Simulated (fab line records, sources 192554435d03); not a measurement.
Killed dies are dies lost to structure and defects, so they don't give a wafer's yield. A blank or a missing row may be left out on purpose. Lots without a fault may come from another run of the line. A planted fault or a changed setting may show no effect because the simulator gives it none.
A struck lot beside a sound one | flow n5_finfet | 15 steps out of a route of 1938
Sound: wafers L279.1, L279.3, L279.5. Struck: wafers L274.2, L274.3, L274.6. The cause comes at the end.
At each step with rows: each side's tool, then ch and its chambers, then its first start. Under that, the readings that differ: sound wafers | struck wafers | difference of the means | sigmas: that difference in standard deviations of wafers without a fault.
alike: readings whose means differ by less than 2 such deviations, and words and numbers that are the same on both sides. not compared: withheld readings, readings that some wafer has no value for, bounds like >300 that may hide the same value, and numbers for which the record gives no deviation and whose values overlap.
The two part at a step that has a row with sigmas, a row that says differs or no value, or rows on one side only. Numbers that don't overlap but have no deviation are shown without sigmas and don't part them. A reading that every wafer of one side lacks parts them only if that side has two wafers or more.

N5_BEOL_M9_ETCH_62: etches SOC in N2/H2, target depth 110 nm, overetch 22 nm, time 165 s.
  sound on rie_diel-05 ch 0,3, day 14 10:03; struck on rie_diel-02 ch 0,2, day 13 15:02
  alike: chamber_pressure_mTorr, drypump_motor_current_A, oes_product_au, rf_vpp_V, showerhead_plenum_p_Torr, throttle_valve_pct
  not compared: rf_hours_counter_h
then, 1 step without rows for these wafers: N5_BEOL_M9_STRIP_68 (strips in N2/H2).
N5_BEOL_M9_STRIP_67: strips in CF4.
  sound on rie_diel-05 ch 0,3, day 14 10:11; struck on rie_diel-02 ch 0,2, day 13 15:11
  alike: chamber_pressure_mTorr, drypump_motor_current_A, oes_product_au, rf_vpp_V, showerhead_plenum_p_Torr, throttle_valve_pct
  not compared: rf_hours_counter_h
N5_BEOL_M9_HM_OPEN_17: chemistry Cl2/BCl3, target TiN, target depth 20 nm, overetch 6 nm.
  sound on rie_metal-03 ch 0,1, day 14 10:14; struck on rie_metal-03 ch 1, day 13 15:15
  alike: chamber_pressure_mTorr, drypump_motor_current_A, mfc_ar_sccm, oes_product_au, throttle_valve_pct
  not compared: rf_hours_counter_h
N5_BEOL_M9_STRIP_19: strips in O2.
  sound on rie_diel-05 ch 0,1,3, day 14 10:23; struck on rie_diel-02 ch 0,1, day 13 15:26
  alike: chamber_pressure_mTorr, drypump_motor_current_A, oes_product_au, rf_vpp_V, showerhead_plenum_p_Torr, throttle_valve_pct
  not compared: rf_hours_counter_h
N5_BEOL_M9_CD_MEAS_18: pitch 140 nm, target cd 70 nm.
  sound on cd_sem-03, day 14 10:27; struck on cd_sem-02, day 13 15:30
  alike: cd_nm
then, 6 steps without rows for these wafers: N5_BEOL_M9_COAT_63 (time 60 s, resist thk 60 nm); N5_BEOL_M9_COAT_64 (time 60 s, resist thk 12 nm); N5_BEOL_M9_COAT_75 (time 60 s, resist thk 5 nm); N5_BEOL_M9_COAT_22 (resist thk 30 nm); N5_BEOL_M9_EBR_24; N5_BEOL_M9_SOFTBAKE_23 (time 60 s).
N5_BEOL_M9_EXPOSE_25: exposes mask V8.
  sound on euv_scanner-02 ch 0, day 14 11:25; struck on euv_scanner-01 ch 0, day 13 18:10
  reading              | sound             | struck            | difference | sigmas
  exposure_dose_mJ_cm2 | 37.22 37.26 37.21 | 38.15 38.18 38.20 | +0.95      | +19
  alike: mask
then, 1 step without rows for these wafers: N5_BEOL_M9_PEB_26 (peb time 60 s).
-- the record jumps here: 2 days lie between the struck wafers' starts before and after (it left off in module BEOL_M9 and takes up again in module PASSIVATION, whose first step shown is number 1936 of the route) --
N5_PASSIVATION_PROBE_49:
  sound on prober-02, day 16 20:10; struck on prober-01, day 16 04:55
  alike: defect_limited_yield, killed_at_M0_to_M3, killed_at_M4_up, killed_at_contacts, killed_at_front_end, killed_at_other, killed_dies, killed_open, killed_short, sort_bin_5_function, sort_bin_6_memory, sort_n_pass, sort_yield_pct

WHERE THEY PART
Only at N5_BEOL_M9_EXPOSE_25, within this record. Later steps at which nothing parts them and some readings are alike: N5_PASSIVATION_PROBE_49.

WHY: what the simulator had put in
Process parameter drift: euv_scanner-01, from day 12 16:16 on, at N5_BEOL_M9_EXPOSE_25. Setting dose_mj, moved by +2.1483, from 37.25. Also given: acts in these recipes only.
